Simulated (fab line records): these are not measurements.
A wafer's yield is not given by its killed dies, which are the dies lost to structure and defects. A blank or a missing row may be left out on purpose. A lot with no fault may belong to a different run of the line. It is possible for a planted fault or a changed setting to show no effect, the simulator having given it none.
Struck lot and sound lot, side by side || flow nand harc || 41 out of 1302 route steps
Sound: wafers L799.1, L799.3, L799.4. Struck: wafer L811.1 (left out: L811.2, L811.5 of the same lot, which were not struck); the cause appears at the end.
For every step that has rows: the tool of each side, followed by ch and its chambers, followed by its first start. Under that, the readings that differ: sound wafers || struck wafers || difference of the means || sigmas: that difference in standard deviations of wafers without a fault.
alike: readings whose means differ by less than 2 such deviations, and words and numbers that are the same on both sides. not compared: withheld readings, readings that some wafer has no value for, bounds like >300 that may hide the same value, and numbers for which the record gives no deviation and whose values overlap.
A row with sigmas, a row that says differs or no value, or rows on one side alone: a step with any of these is where the two part. When numbers do not overlap yet have no deviation, they are printed without sigmas and do not part them. Lack of a reading on every wafer of one side parts them only where that side has two or more wafers.

NHARC_P_M1_OVL_MEAS_10: pitch 260 nm.
  struck on overlay-02, day 12 15:50; sound on overlay-01, day 7 09:40
{"reading": "overlay y nm (nm)", "sound": "1.6 2.0 1.6", "struck": -0.2, "difference": -1.9, "sigmas": -2}
  alike: overlay x nm
NHARC_P_M1_INSPECT_11:
  struck on defect inspect-02, day 12 15:52; sound on defect inspect-01, day 7 09:43
  alike: raw defect count
NHARC_P_M1_DESCUM_14: chemistry O2, time 3 s.
  sound on rie diel-02 ch 0,1,2, day 7 09:46; struck on rie diel-06 ch 3, day 12 15:56
{"reading": "rf hours counter h (h)", "sound": "6 6 6", "struck": 10, "difference": "+4", "sigmas": ""}
  alike: drypump motor current A, oes product au, rf vpp V, showerhead plenum p Torr, throttle valve pct
then, 2 steps without rows for these wafers: NHARC_P_M1_ETCH_35 (etches the open film in N2/H2, target depth 40 nm, overetch 12 nm, time 43.94 s); NHARC_P_M1_ETCH_15 (etches the open film in C4F8/Ar, target depth 182.5 nm, time 91.2 s).
NHARC_P_M1_CD_MEAS_16:
  struck on cd sem-02, day 12 16:14; sound on cd sem-02, day 7 10:05
  alike: cd nm
then, 3 steps without rows for these wafers: NHARC_P_M1_STRIP_18 (strips in N2/H2); NHARC_P_M1_ETCH_28 (etches the open film in CF4/N2, target depth 30 nm, time 72.99 s); NHARC_P_M1_STRIP_19 (strips in post etch residue remover, time 600 s).
NHARC_P_M1_DEGAS_29: time 60 s.
  struck on pvd sputter-03, day 12 16:57; sound on pvd sputter-03, day 7 10:47
  alike: heater power w
then, 2 steps without rows for these wafers: NHARC_P_M1_PRE_CLEAN_30 (time 30 s); NHARC_P_M1_PVD_20 (deposits TaN, target thk 5 nm, time 8.06 s).
NHARC_P_M1_PVD_21: deposits Cu, target thk 30 nm, time 20.49 s.
  struck on pvd sputter-03, day 12 17:11; sound on pvd sputter-03, day 7 11:01
  alike: throttle valve pct
then, 2 steps without rows for these wafers: NHARC_P_M1_ECD_22 (material Cu, target thk 400 nm); NHARC_P_M1_ANNEAL_31 (time 90 s).
NHARC_P_M1_CMP_23: polishes, t overpolish 20 s, target thk 157.82 nm.
  sound on cmp-02 ch 0,2,3, day 7 11:53; struck on cmp-02 ch 0, day 12 18:02
  alike: edge zone pressure frac, motor current A, time to endpoint s
after that, 1 step had no rows for these wafers: NHARC_P_M1_SRD_25.
NHARC_P_M1_INSPECT_27:
  struck on defect inspect-01, day 12 18:30; sound on defect inspect-01, day 7 12:22
  alike: raw defect count
then, 1 step without rows for these wafers: NHARC_P_M1_PRE_CLEAN_32 (time 12 s).
NHARC_P_M1_DEP_33: deposits SiCN, target thk 30 nm.
  sound on pecvd-02 ch 0,2, day 7 12:33; struck on pecvd-03 ch 0, day 12 18:39
  alike: heater power w
then, 10 steps without rows for these wafers: NHARC_P_M2_DEP_00 (deposits SiOC, target thk 182.5 nm); NHARC_P_M2_DEHYDRATE_01 (time 120 s); NHARC_P_M2_HMDS_02 (time 30 s); NHARC_P_M2_COAT_34 (time 65 s); NHARC_P_M2_COAT_03 (resist thk 90 nm); NHARC_P_M2_SOFTBAKE_04 (time 55 s); NHARC_P_M2_EBR_05; NHARC_P_M2_EXPOSE_06 (exposes mask P M2, target cd 170 nm); NHARC_P_M2_PEB_07 (peb time 65 s); NHARC_P_M2_DEVELOP_08 (develop time 35 s).
NHARC_P_M2_CD_MEAS_09 targets a cd of 170 nm.
  the record has rows for the sound wafers here (cd sem-01 ch 0, day 7 13:38) and none for the struck ones
NHARC_P_M2_OVL_MEAS_10: pitch 340 nm.
  the record holds rows for the sound wafers here (overlay-01, day 7 13:43) but none for the struck ones
NHARC_P_M2_INSPECT_11:
  the record holds rows for the sound wafers here (defect inspect-02, day 7 13:45) but none for the struck ones
NHARC_P_M2_DESCUM_14: chemistry O2, time 3 s.
  the record has rows for the sound wafers here (rie diel-08 ch 0,2,3, day 7 13:49) and none for the struck ones
then, 2 steps without rows for these wafers: NHARC_P_M2_ETCH_35 (etches the open film in N2/H2, target depth 40 nm, overetch 12 nm, time 43.94 s); NHARC_P_M2_ETCH_15 (etches the open film in C4F8/Ar, target depth 182.5 nm, time 91.2 s).
NHARC_P_M2_CD_MEAS_16:
  the record holds rows for the sound wafers here (cd sem-01, day 7 14:07) but none for the struck ones
then, 3 steps without rows for these wafers: NHARC_P_M2_STRIP_18 (strips in N2/H2); NHARC_P_M2_ETCH_28 (etches the open film in CF4/N2, target depth 30 nm, time 72.99 s); NHARC_P_M2_STRIP_19 (strips in post etch residue remover, time 600 s).
-- record jumps: 18 days between struck wafers' starts before vs after; left off in module P_M2, resumes in module END, first step shown is number 1302 of the route --
NHARC_END_SORT_01:
  sound on prober-02 ch 0, day 25 07:32; struck on prober-01 ch 0, day 31 04:20
{"reading": "defect limited yield (%)", "sound": "88.6 90.4 91.9", "struck": 0, "difference": -90, "sigmas": -38}
{"reading": "killed at periphery", "sound": "2 3 2", "struck": 621, "difference": "+619", "sigmas": "+99 or more"}
{"reading": "killed dies", "sound": "77 65 55", "struck": 677, "difference": "+611", "sigmas": "+36"}
  alike: killed at array, killed at other, killed open, killed short

WHERE THEY PART
First at NHARC_P_M1_OVL_MEAS_10; last, within this record, at NHARC_END_SORT_01.

WHY: whatever the simulator had introduced
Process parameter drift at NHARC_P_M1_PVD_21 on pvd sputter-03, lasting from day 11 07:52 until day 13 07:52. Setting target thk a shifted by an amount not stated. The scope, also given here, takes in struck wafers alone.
